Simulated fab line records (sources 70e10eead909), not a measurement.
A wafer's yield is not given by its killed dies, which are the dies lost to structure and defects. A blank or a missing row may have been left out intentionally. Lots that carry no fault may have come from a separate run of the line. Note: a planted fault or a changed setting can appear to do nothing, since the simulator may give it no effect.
Which tool did it?    flow nandHarc    24 lots with 72 wafers sampled at 6 steps, on a route of 1302 steps

== WHAT THE GAUGES READ, wafer by wafer ==
NHARC_A_CONTACT_OVL_MEAS_70.
lot   measured      on          overlayXNm (nm)  overlayYNm (nm)
L075  day 22 09:11  overlay-02  0.9 0.2 1.1      0.4 -0.1 0.1
L074  day 22 12:11  overlay-02  -1.9 -1.9 -1.4   -1.1 -1.2 -0.5
L076  day 22 17:22  overlay-02  0.6 0.9 0.2      0.2 -0.3 -0.5
L077  day 22 23:32  overlay-01  0.3 0.0 0.1      -1.0 -1.2 -0.7
L079  day 23 13:19  overlay-01  -1.0 -0.7 -0.9   -0.4 -0.4 -0.4
L078  day 23 14:04  overlay-02  -0.7 -0.6 -0.7   1.0 1.1 0.8
L080  day 24 14:46  overlay-02  -0.2 -0.5 0.0    -0.6 -1.0 -0.9
L082  day 26 01:38  overlay-01  -0.5 -0.4 -0.1   -0.8 -0.9 -0.7
L081  day 26 02:43  overlay-01  1.5 1.4 0.5      -0.4 -0.3 -1.0
L083  day 26 05:13  overlay-01  0.9 0.2 0.6      2.4 2.1 2.2
L084  day 26 06:49  overlay-01  1.8 1.1 1.3      0.7 0.5 0.3
L085  day 27 05:08  overlay-01  0.8 -0.2 0.3     -2.2 -1.9 -2.3
L086  day 27 05:22  overlay-02  -0.7 -0.1 -0.8   0.3 0.3 0.1
L088  day 27 22:15  overlay-01  0.1 0.7 0.1      -0.4 -0.7 -1.2
L089  day 28 00:13  overlay-02  0.1 0.5 -0.1     -0.4 -0.9 -1.1
L087  day 28 04:29  overlay-01  0.2 0.7 -0.4     1.4 1.3 1.8
L090  day 29 11:35  overlay-01  0.0 -0.7 -0.3    1.3 0.9 0.3
L091  day 29 16:27  overlay-02  -0.3 0.1 -0.2    0.8 0.8 1.3
L092  day 29 20:32  overlay-02  -0.3 0.6 0.2     0.5 0.4 0.1
L093  day 31 01:57  overlay-01  0.7 -0.3 -0.1    -0.1 0.6 -0.3
L094  day 31 02:47  overlay-02  -0.1 -0.4 -0.4   -0.9 -0.3 0.0
L095  day 31 03:44  overlay-01  0.5 0.8 0.2      0.0 0.4 0.9
L096  day 31 17:24  overlay-01  -1.6 -0.8 -0.8   -0.4 -0.3 0.1
L097  day 31 18:09  overlay-01  0.0 0.5 0.3      -1.3 -0.8 -1.0

== WHAT TOOL EACH LOT RAN ON (gives the tool, then ch and the chambers of the sampled wafers, and finally the start) ==
lot   NHARC_A_CONTACT_ETCH_115            NHARC_A_CONTACT_ETCH_123            NHARC_A_CONTACT_ETCH_96                       NHARC_A_CONTACT_STRIP_55                      NHARC_A_CONTACT_DEP_57
L075  harCapEtch-02 ch 0,1, day 22 00:17  harCapEtch-02 ch 0,1, day 22 01:38  rieDiel-09 ch 0,1,2, day 22 05:08 or earlier  rieDiel-09 ch 0,1,3, day 22 05:08 or earlier  aclDep-03 ch 0, day 22 05:08
L074  harCapEtch-03 ch 0,1, day 22 00:59  harCapEtch-03 ch 0,1, day 22 02:29  rieDiel-07 ch 0,1,2, day 22 09:19 or earlier  rieDiel-09 ch 1,2, day 22 09:19 or earlier    aclDep-01 ch 0, day 22 09:19
L076  harCapEtch-02 ch 0, day 22 07:29    harCapEtch-02 ch 0, day 22 08:54    rieDiel-09 ch 0,1, day 22 13:20 or earlier    rieDiel-04 ch 0,2,3, day 22 13:20 or earlier  aclDep-01 ch 0, day 22 13:20
L077  harCapEtch-02 ch 1, day 22 15:56    harCapEtch-02 ch 1, day 22 17:19    rieDiel-04 ch 2,3, day 22 19:29 or earlier    rieDiel-04 ch 1,3, day 22 19:29 or earlier    aclDep-03 ch 0, day 22 19:29
L079  harCapEtch-03 ch 1, day 23 05:51    harCapEtch-03 ch 1, day 23 07:13    rieDiel-07 ch 1,2, day 23 09:26 or earlier    rieDiel-07 ch 0,3, day 23 09:26 or earlier    aclDep-01 ch 0, day 23 09:26
L078  harCapEtch-02 ch 0,1, day 23 06:29  harCapEtch-02 ch 0,1, day 23 07:52  rieDiel-09 ch 0,2,3, day 23 10:40 or earlier  rieDiel-09 ch 0,1,2, day 23 10:40 or earlier  aclDep-02 ch 0, day 23 10:40
L080  harCapEtch-02 ch 0,1, day 24 07:14  harCapEtch-02 ch 0,1, day 24 08:43  rieDiel-09 ch 1,2, day 24 11:49 or earlier    rieDiel-07 ch 0,1, day 24 11:49 or earlier    aclDep-03 ch 0, day 24 11:49
L082  harCapEtch-02 ch 0,1, day 25 13:38  harCapEtch-02 ch 0,1, day 25 15:00  rieDiel-07 ch 1,2,3, day 25 21:37 or earlier  rieDiel-07 ch 0,1,3, day 25 21:37 or earlier  aclDep-02 ch 0, day 25 21:37
L081  harCapEtch-03 ch 0,1, day 25 13:48  harCapEtch-03 ch 0,1, day 25 15:10  rieDiel-07 ch 1,2, day 25 23:09 or earlier    rieDiel-04 ch 0,1, day 25 23:09 or earlier    aclDep-03 ch 0, day 25 23:09
L083  harCapEtch-01 ch 0,1, day 25 18:24  harCapEtch-01 ch 0,1, day 25 19:46  rieDiel-09 ch 1,2,3, day 26 01:11 or earlier  rieDiel-04 ch 2,3, day 26 01:11 or earlier    aclDep-01 ch 0, day 26 01:11
L084  harCapEtch-02 ch 0,1, day 25 21:07  harCapEtch-02 ch 0,1, day 25 22:32  rieDiel-09 ch 2,3, day 26 02:43 or earlier    rieDiel-04 ch 0,2, day 26 02:43 or earlier    aclDep-02 ch 0, day 26 02:43
L085  harCapEtch-02 ch 0,1, day 26 16:34  harCapEtch-02 ch 0,1, day 26 17:56  rieDiel-09 ch 0,2,3, day 27 01:06 or earlier  rieDiel-09 ch 0,1, day 27 01:06 or earlier    aclDep-01 ch 0, day 27 01:06
L086  harCapEtch-03 ch 0,1, day 26 17:31  harCapEtch-03 ch 0,1, day 26 18:53  rieDiel-07 ch 0,2,3, day 27 01:49 or earlier  rieDiel-09 ch 2,3, day 27 01:49 or earlier    aclDep-02 ch 0, day 27 01:49
L088  harCapEtch-01 ch 0,1, day 27 14:07  harCapEtch-01 ch 0,1, day 27 15:32  rieDiel-04 ch 1,3, day 27 18:52 or earlier    rieDiel-09 ch 2,3, day 27 18:52 or earlier    aclDep-03 ch 0, day 27 18:52
L089  harCapEtch-03 ch 0,1, day 27 16:16  harCapEtch-03 ch 0,1, day 27 17:58  rieDiel-09 ch 0,1,2, day 27 20:50 or earlier  rieDiel-09 ch 0,1,3, day 27 20:50 or earlier  aclDep-02 ch 0, day 27 20:50
L087  harCapEtch-02 ch 0,1, day 27 20:05  harCapEtch-02 ch 0,1, day 27 21:59  rieDiel-04 ch 0,1, day 28 01:05 or earlier    rieDiel-04 ch 0,2,3, day 28 01:05 or earlier  aclDep-03 ch 0, day 28 01:05
L090  harCapEtch-02 ch 0,1, day 28 22:09  harCapEtch-02 ch 0,1, day 29 00:40  rieDiel-09 ch 0,2,3, day 29 08:09 or earlier  rieDiel-07 ch 1,2,3, day 29 08:09 or earlier  aclDep-02 ch 0, day 29 08:09
L091  harCapEtch-01 ch 0, day 29 07:10    harCapEtch-01 ch 0, day 29 08:31    rieDiel-04 ch 0,2,3, day 29 13:01 or earlier  rieDiel-04 ch 0,3, day 29 13:01 or earlier    aclDep-03 ch 0, day 29 13:01
L092  harCapEtch-03 ch 0, day 29 07:30    harCapEtch-03 ch 0, day 29 08:55    rieDiel-04 ch 0,2,3, day 29 16:29 or earlier  rieDiel-04 ch 0,2,3, day 29 16:29 or earlier  aclDep-01 ch 0, day 29 16:29
L093  harCapEtch-02 ch 0,1, day 30 17:41  harCapEtch-02 ch 0,1, day 30 19:07  rieDiel-09 ch 0,1,3, day 30 21:55 or earlier  rieDiel-09 ch 0,3, day 30 21:55 or earlier    aclDep-03 ch 0, day 30 21:55
L094  harCapEtch-01 ch 0,1, day 30 17:48  harCapEtch-01 ch 0,1, day 30 19:10  rieDiel-09 ch 1,2,3, day 30 22:43 or earlier  rieDiel-07 ch 1,3, day 30 22:43 or earlier    aclDep-01 ch 0, day 30 22:43
L095  harCapEtch-03 ch 1, day 30 19:18    harCapEtch-03 ch 1, day 30 20:40    rieDiel-09 ch 1,3, day 30 23:41 or earlier    rieDiel-07 ch 0,1, day 30 23:41 or earlier    aclDep-02 ch 0, day 30 23:41
L096  harCapEtch-02 ch 0,1, day 31 09:45  harCapEtch-02 ch 0,1, day 31 11:11  rieDiel-07 ch 1,2, day 31 13:53 or earlier    rieDiel-09 ch 2,3, day 31 13:53 or earlier    aclDep-03 ch 0, day 31 13:53
L097  harCapEtch-01 ch 0,1, day 31 10:37  harCapEtch-01 ch 0,1, day 31 12:04  rieDiel-07 ch 0,2, day 31 14:07 or earlier    rieDiel-07 ch 1,2,3, day 31 14:07 or earlier  aclDep-02 ch 0, day 31 14:07
- NHARC_A_CONTACT_ETCH_115: etches the open film in C4F8/O2/Ar, time 190 s, target depth 1850 nm.
- NHARC_A_CONTACT_ETCH_123: etches the open film in C4F8/O2/Ar, time 490 s, target depth 2110 nm.
- NHARC_A_CONTACT_ETCH_96: etches the open film in C4F6/O2, target depth 20 nm, time 10 s.
- NHARC_A_CONTACT_STRIP_55: strips in O2.
- NHARC_A_CONTACT_DEP_57: deposits aC, target thk 5300 nm.

== AS READ BY THE TOOLS THEMSELVES (means over the sampled wafers that have a number; for cases with no such wafer, the mark the record gives instead) ==
NHARC_A_CONTACT_ETCH_115.
lot   tool           oesAirLineAu (a.u.)
L075  harCapEtch-02  1.002
L074  harCapEtch-03  0.995
L076  harCapEtch-02  1.015
L077  harCapEtch-02  0.974
L079  harCapEtch-03  0.985
L078  harCapEtch-02  1.016
L080  harCapEtch-02  0.985
L082  harCapEtch-02  1.005
L081  harCapEtch-03  1.009
L083  harCapEtch-01  1.012
L084  harCapEtch-02  1.003
L085  harCapEtch-02  1.022
L086  harCapEtch-03  1.005
L088  harCapEtch-01  0.999
L089  harCapEtch-03  1.006
L087  harCapEtch-02  1.000
L090  harCapEtch-02  1.004
L091  harCapEtch-01  0.980
L092  harCapEtch-03  1.000
L093  harCapEtch-02  1.006
L094  harCapEtch-01  0.997
L095  harCapEtch-03  1.013
L096  harCapEtch-02  0.995
L097  harCapEtch-01  1.006

NHARC_A_CONTACT_ETCH_123.
lot   tool           oesAirLineAu (a.u.)
L075  harCapEtch-02  0.983
L074  harCapEtch-03  0.994
L076  harCapEtch-02  0.993
L077  harCapEtch-02  1.018
L079  harCapEtch-03  1.013
L078  harCapEtch-02  0.997
L080  harCapEtch-02  1.007
L082  harCapEtch-02  0.992
L081  harCapEtch-03  1.015
L083  harCapEtch-01  1.012
L084  harCapEtch-02  0.981
L085  harCapEtch-02  0.999
L086  harCapEtch-03  1.002
L088  harCapEtch-01  1.000
L089  harCapEtch-03  0.989
L087  harCapEtch-02  1.031
L090  harCapEtch-02  1.004
L091  harCapEtch-01  0.998
L092  harCapEtch-03  1.008
L093  harCapEtch-02  1.003
L094  harCapEtch-01  1.006
L095  harCapEtch-03  1.013
L096  harCapEtch-02  1.005
L097  harCapEtch-01  0.991

NHARC_A_CONTACT_ETCH_96.
lot   tool        drypumpMotorCurrentA (A)  o2FlowSccm (sccm)  oesProductAu (a.u.)  rfVppV (V)  showerheadPlenumPTorr (Torr)  throttleValvePct (%)
L075  rieDiel-09  6.0                       20.04              1.002                543         3.77                          26.900
L074  rieDiel-07  6.2                       19.94              0.961                549         4.02                          26.901
L076  rieDiel-09  6.2                       20.03              0.991                544         3.81                          26.909
L077  rieDiel-04  6.1                       19.98              0.962                544         3.80                          26.894
L079  rieDiel-07  6.2                       20.02              1.004                550         4.07                          26.906
L078  rieDiel-09  5.8                       20.00              0.942                545         3.86                          26.902
L080  rieDiel-09  6.1                       20.04              0.939                542         3.75                          26.903
L082  rieDiel-07  5.9                       20.01              0.944                548         3.94                          26.901
L081  rieDiel-07  6.4                       19.94              0.960                548         3.98                          26.904
L083  rieDiel-09  6.1                       19.98              0.947                546         3.88                          26.904
L084  rieDiel-09  5.8                       20.01              1.002                547         3.98                          26.896
L085  rieDiel-09  5.8                       19.95              0.945                545         3.86                          26.907
L086  rieDiel-07  5.9                       19.93              0.941                545         3.88                          26.915
L088  rieDiel-04  6.3                       20.01              0.948                545         3.85                          26.905
L089  rieDiel-09  5.9                       19.97              0.996                543         3.76                          26.905
L087  rieDiel-04  6.3                       19.98              0.998                551         4.13                          26.903
L090  rieDiel-09  5.8                       20.06              0.997                546         3.85                          26.901
L091  rieDiel-04  6.1                       20.00              0.997                546         3.91                          26.906
L092  rieDiel-04  6.1                       19.99              0.953                545         3.91                          26.901
L093  rieDiel-09  6.0                       19.96              1.002                546         3.89                          26.912
L094  rieDiel-09  6.0                       19.98              0.944                547         3.87                          26.896
L095  rieDiel-09  6.1                       20.00              1.000                548         4.01                          26.906
L096  rieDiel-07  6.2                       19.96              0.957                549         4.03                          26.900
L097  rieDiel-07  6.2                       19.98              1.001                547         3.92                          26.897

NHARC_A_CONTACT_STRIP_55.
lot   tool        drypumpMotorCurrentA (A)  o2FlowSccm (sccm)  oesProductAu (a.u.)  rfVppV (V)  showerheadPlenumPTorr (Torr)  throttleValvePct (%)
L075  rieDiel-09  6.0                       500.2              0.998                58.4        3.51                          17.045
L074  rieDiel-09  6.2                       499.2              0.999                58.5        3.41                          17.043
L076  rieDiel-04  6.1                       497.7              0.996                56.7        3.37                          17.032
L077  rieDiel-04  6.5                       499.4              0.992                57.3        3.55                          17.035
L079  rieDiel-07  5.7                       499.8              0.993                58.3        3.51                          17.036
L078  rieDiel-09  6.0                       498.3              0.997                56.6        3.38                          17.043
L080  rieDiel-07  6.0                       498.6              1.004                58.4        3.62                          17.038
L082  rieDiel-07  5.8                       499.3              1.005                58.1        3.55                          17.039
L081  rieDiel-04  6.5                       499.9              0.996                57.6        3.67                          17.051
L083  rieDiel-04  6.1                       501.1              0.998                57.2        3.40                          17.033
L084  rieDiel-04  6.2                       500.9              0.999                57.3        3.52                          17.046
L085  rieDiel-09  5.9                       500.4              0.995                57.4        3.39                          17.031
L086  rieDiel-09  5.9                       499.5              1.007                58.4        3.58                          17.038
L088  rieDiel-09  5.9                       498.9              1.006                58.3        3.57                          17.043
L089  rieDiel-09  6.0                       499.3              0.988                57.6        3.50                          17.038
L087  rieDiel-04  6.1                       499.2              0.992                58.5        3.52                          17.034
L090  rieDiel-07  5.9                       498.7              1.000                57.1        3.53                          17.022
L091  rieDiel-04  6.1                       498.7              1.005                58.2        3.52                          17.041
L092  rieDiel-04  6.2                       499.4              0.999                57.3        3.51                          17.036
L093  rieDiel-09  5.8                       500.5              1.005                58.3        3.59                          17.042
L094  rieDiel-07  5.4                       500.7              1.004                57.9        3.48                          17.035
L095  rieDiel-07  6.1                       499.2              1.006                58.4        3.64                          17.041
L096  rieDiel-09  5.8                       499.9              0.999                58.2        3.57                          17.040
L097  rieDiel-07  5.9                       500.2              1.003                57.4        3.52                          17.025

NHARC_A_CONTACT_DEP_57.
lot   tool       throttleValvePct (%)
L075  aclDep-03  34.987
L074  aclDep-01  35.000
L076  aclDep-01  35.009
L077  aclDep-03  35.002
L079  aclDep-01  34.996
L078  aclDep-02  34.996
L080  aclDep-03  35.012
L082  aclDep-02  35.008
L081  aclDep-03  34.999
L083  aclDep-01  34.996
L084  aclDep-02  34.996
L085  aclDep-01  34.998
L086  aclDep-02  35.003
L088  aclDep-03  35.004
L089  aclDep-02  35.000
L087  aclDep-03  35.000
L090  aclDep-02  35.000
L091  aclDep-03  35.003
L092  aclDep-01  35.000
L093  aclDep-03  34.995
L094  aclDep-01  35.002
L095  aclDep-02  34.994
L096  aclDep-03  35.003
L097  aclDep-02  34.996

== THE ANSWER, worked out from the rows above alone ==
Rule: the usual values come from the lots themselves. The widest of any qualifying gaps counts: lots, ordered by their means at a reading, are off when they make up no more than a third of the lots, leave a main group of 4 or more, and stand apart from it by 3 or more times the standard deviation of that group's means. Not used: any main group whose means are identical at the precision the tables above print for the reading. Also off: a lot with no number at a reading for which 4 or more lots have one. Where the step has rows for the other lots, those lots are counted as sound. The gauges are gone through in route order, then the tools' own readings, and for those a lot's mean is taken as printed above. The first step at which some lot is off is used, and at that step the reading that is off furthest; a lot without a number counts as furthest.
None of the lots is off at any reading shown; this tells nothing.

== WHAT WAS PUT IN BY THE SIMULATOR ==
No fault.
